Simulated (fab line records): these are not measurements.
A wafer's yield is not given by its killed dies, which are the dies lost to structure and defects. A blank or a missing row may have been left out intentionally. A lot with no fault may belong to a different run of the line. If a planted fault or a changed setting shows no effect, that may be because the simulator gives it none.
Comparing a struck lot with a sound one ; flow n5-finfet ; 14 steps out of a route of 1938
Sound: the wafers L833.1, L833.3, L833.4. Struck: wafers L848.5, L848.6 (left out: L848.2, a lot-mate that was not struck); the cause follows at the end.
For every step that has rows: the tool of each side, followed by ch and its chambers, followed by its first start. Under that, the readings that differ: sound wafers ; struck wafers ; difference of the means ; sigmas: that difference in standard deviations of wafers without a fault.
alike: same words and numbers on both sides, and readings whose means sit less than 2 such deviations apart. not compared: any withheld reading, any reading some wafer has no value for, any bound like >300 that may hide the same value, and any number with overlapping values for which the record gives no deviation.
A row with sigmas, a row that says differs or no value, or rows on one side alone: a step with any of these is where the two part. When numbers do not overlap yet have no deviation, they are printed without sigmas and do not part them. Lack of a reading on every wafer of one side parts them only where that side has two or more wafers.

first, 3 steps without rows for these wafers: N5_BEOL_M6_EXPOSE_25 (exposes mask V5, target cd 40 nm); N5_BEOL_M6_PEB_26 (peb time 60 s); N5_BEOL_M6_DEVELOP_27 (develop time 30 s).
N5_BEOL_M6_CD_MEAS_28: target cd 40 nm.
  sound on cd-sem-01 ch 0, day 9 10:25; struck on cd-sem-02 ch 0, day 12 22:35
  alike: cd-nm
N5_BEOL_M6_OVL_MEAS_29:
  sound on overlay-01 ch 0, day 9 10:26; struck on overlay-02 ch 0, day 12 22:37
reading;sound;struck;difference;sigmas
V5_OVL (nm);-0.2 0.9 0.3;-0.7 -1.2;-1.3;-2
N5_BEOL_M6_INSPECT_30: inspects for defects (brightfield).
  sound on defect-inspect-01, day 9 10:30; struck on defect-inspect-02, day 12 22:40
  alike: raw-defect-count
N5_BEOL_M6_DESCUM_33: chemistry O2, time 7 s.
  sound on rie-diel-05 ch 0,1,3, day 9 10:32; struck on rie-diel-06 ch 0,3, day 13 00:05
reading;sound;struck;difference;sigmas
rf-hours-counter-h (h);233 75 213;- -;no value on the struck wafers;
  alike: drypump-motor-current-A, oes-product-au, rf-vpp-V, showerhead-plenum-p-Torr, throttle-valve-pct
N5_BEOL_M6_ETCH_72: etches underlayer in N2/H2, target depth 6.5 nm, time 5.2 s.
  sound on rie-diel-05 ch 0,1,3, day 9 10:34; struck on rie-diel-06 ch 0,3, day 13 00:08
reading;sound;struck;difference;sigmas
rf-hours-counter-h (h);233 75 213;- -;no value on the struck wafers;
  alike: bias-w, drypump-motor-current-A, etch-rf-on-time-s, oes-product-au, rf-vpp-V, showerhead-plenum-p-Torr, throttle-valve-pct
N5_BEOL_M6_ETCH_65: etches SiARC in CF4, target depth 15.6 nm, time 26 s.
  sound on rie-diel-05 ch 0,1,3, day 9 10:35; struck on rie-diel-06 ch 0,3, day 13 00:08
reading;sound;struck;difference;sigmas
rf-hours-counter-h (h);233 75 213;- -;no value on the struck wafers;
  alike: bias-w, cf4-flow-sccm, drypump-motor-current-A, etch-rf-on-time-s, oes-product-au, rf-vpp-V, showerhead-plenum-p-Torr, throttle-valve-pct
N5_BEOL_M6_ETCH_66: etches SOC in N2/H2, target depth 80 nm, overetch 16 nm, time 120 s.
  sound on rie-diel-05 ch 0,1,3, day 9 10:37; struck on rie-diel-06 ch 0,3, day 13 00:10
reading;sound;struck;difference;sigmas
rf-hours-counter-h (h);233 75 213;- -;no value on the struck wafers;
  alike: bias-w, drypump-motor-current-A, oes-product-au, rf-vpp-V, showerhead-plenum-p-Torr, throttle-valve-pct
then, 2 steps without rows for these wafers: N5_BEOL_M6_STRIP_69 (strips in N2/H2); N5_BEOL_M6_STRIP_73 (strips in N2/H2).
N5_BEOL_M6_VIA_ETCH_34: etches SiCOH lowk in C4F6/O2, target depth 126.3 nm, time 50.9 s.
  sound on rie-diel-05 ch 0,1,3, day 9 10:43; struck on rie-diel-06 ch 0,3, day 13 00:16
reading;sound;struck;difference;sigmas
rf-hours-counter-h (h);233 75 213;- -;no value on the struck wafers;
model.etch.depth-nm (nm);120.4 129.8 124.2;176.3 182.4;+54.6;
model.SOC_of_BEOL_M6_COAT_63.thk-nm (nm);54 53.6 54;51.8 51.6;-2.2;
model.BEOL_M6.cd-nm (nm);39.6 40 40;40.2 41;+0.7;
  alike: bias-w, drypump-motor-current-A, oes-product-au, rf-vpp-V, showerhead-plenum-p-Torr, throttle-valve-pct
then, 1 step without rows for these wafers: N5_BEOL_M6_STRIP_76 (strips in C4F6/O2).

## WHERE THEY PART
At N5_BEOL_M6_OVL_MEAS_29 first; at N5_BEOL_M6_VIA_ETCH_34 last (within this record only).

WHY: the cause the simulator had injected
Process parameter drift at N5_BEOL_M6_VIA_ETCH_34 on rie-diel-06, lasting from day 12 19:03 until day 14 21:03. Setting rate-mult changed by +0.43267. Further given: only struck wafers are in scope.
